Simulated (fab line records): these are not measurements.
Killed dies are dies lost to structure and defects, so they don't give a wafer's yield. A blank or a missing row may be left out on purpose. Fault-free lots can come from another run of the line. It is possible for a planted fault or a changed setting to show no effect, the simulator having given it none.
One fault through the eyes of 3 desks | flow n5Finfet | each desk has only its own numbers; what lay behind them comes last

== TOOL OWNER'S DESK, rieSi-01 ==
The tool's own readings at N5_SD_EPI_N_SD_RECESS_17 (chemistry HBr/Cl2/O2, target depth 41 nm, time 23.7 s, bt time 3 s): means of the sampled wafers that have a number, for each lot that ran on this tool. Any lot whose mean is over 4 standard deviations away from the usual mean is out of limits and marked OUT; that distance is given in the brackets.
Columns: A = O2_flow_sccm at N5_SD_EPI_N_SD_RECESS_17, usual 12.00 sccm; B = drypumpMotorCurrentA at N5_SD_EPI_N_SD_RECESS_17, usual 5.7 A; C = oesProductAu at N5_SD_EPI_N_SD_RECESS_17, usual 1.000 a.u.; D = throttleValvePct at N5_SD_EPI_N_SD_RECESS_17, usual 37.24 %
lot  | first seen here | A     | B   | C     | D
L447 | day 4 12:46     | 12.00 | 5.7 | 1.009 | 37.03
L448 | day 4 20:56     | 12.01 | 5.7 | 1.016 | 37.05
L449 | day 5 05:05     | 12.01 | 5.7 | 1.007 | 37.05
L461 | day 8 03:03     | 12.01 | 5.5 | 1.005 | 36.87
Result from this desk: across the 4 lots, nothing is out of limits.

== AT THE METROLOGY DESK ==
Means of the sampled wafers that have a number, per lot and without regard to the tool the lot ran on: this is what the gauges read. Any lot whose mean is over 4 standard deviations away from the usual mean is out of limits and marked OUT; that distance is given in the brackets.
Columns: A = cdNm at N5_SD_EPI_N_CD_MEAS_09, usual 119.8 nm; B = SD_N_BLK_OVL at N5_SD_EPI_N_OVL_MEAS_10, usual -0.5 nm
lot  | first seen here | A     | B
L447 | day 4 11:59     | 119.1 | -0.5
L448 | day 4 20:10     | 119.2 | -1.3
L449 | day 5 04:19     | 119.9 | -0.8
L455 | day 6 14:52     | 120.1 | 0.3
L456 | day 6 19:29     | 119.3 | -1.0
L460 | day 7 19:49     | 120.1 | -0.2
L461 | day 8 02:16     | 120.2 | -1.1
Result from this desk: across the 7 lots, nothing is out of limits.

== THE DEFECT DESK ==
Inspection counts along the route, by lot: the mean over sampled wafers that carry a number. Any lot whose mean is over 4 standard deviations away from the usual mean is out of limits and marked OUT; that distance is given in the brackets.
Columns: A = rawDefectCount at N5_SD_EPI_N_INSPECT_11, usual 2.1
lot  | first seen here | A
L447 | day 4 12:02     | 3.3
L448 | day 4 20:13     | 0.7
L449 | day 5 04:22     | 1.7
L455 | day 6 14:55     | 3.0
L456 | day 6 19:32     | 0.7
L460 | day 7 19:53     | 0.3
L461 | day 8 02:19     | 1.3
Result from this desk: across the 7 lots, nothing is out of limits.

== ALL TOGETHER ==
Nothing out of limits was seen by the tool owner's desk.
The metrology desk saw nothing out of limits.
The defect desk saw nothing out of limits.

== WHAT THE SIMULATOR PUT IN ==
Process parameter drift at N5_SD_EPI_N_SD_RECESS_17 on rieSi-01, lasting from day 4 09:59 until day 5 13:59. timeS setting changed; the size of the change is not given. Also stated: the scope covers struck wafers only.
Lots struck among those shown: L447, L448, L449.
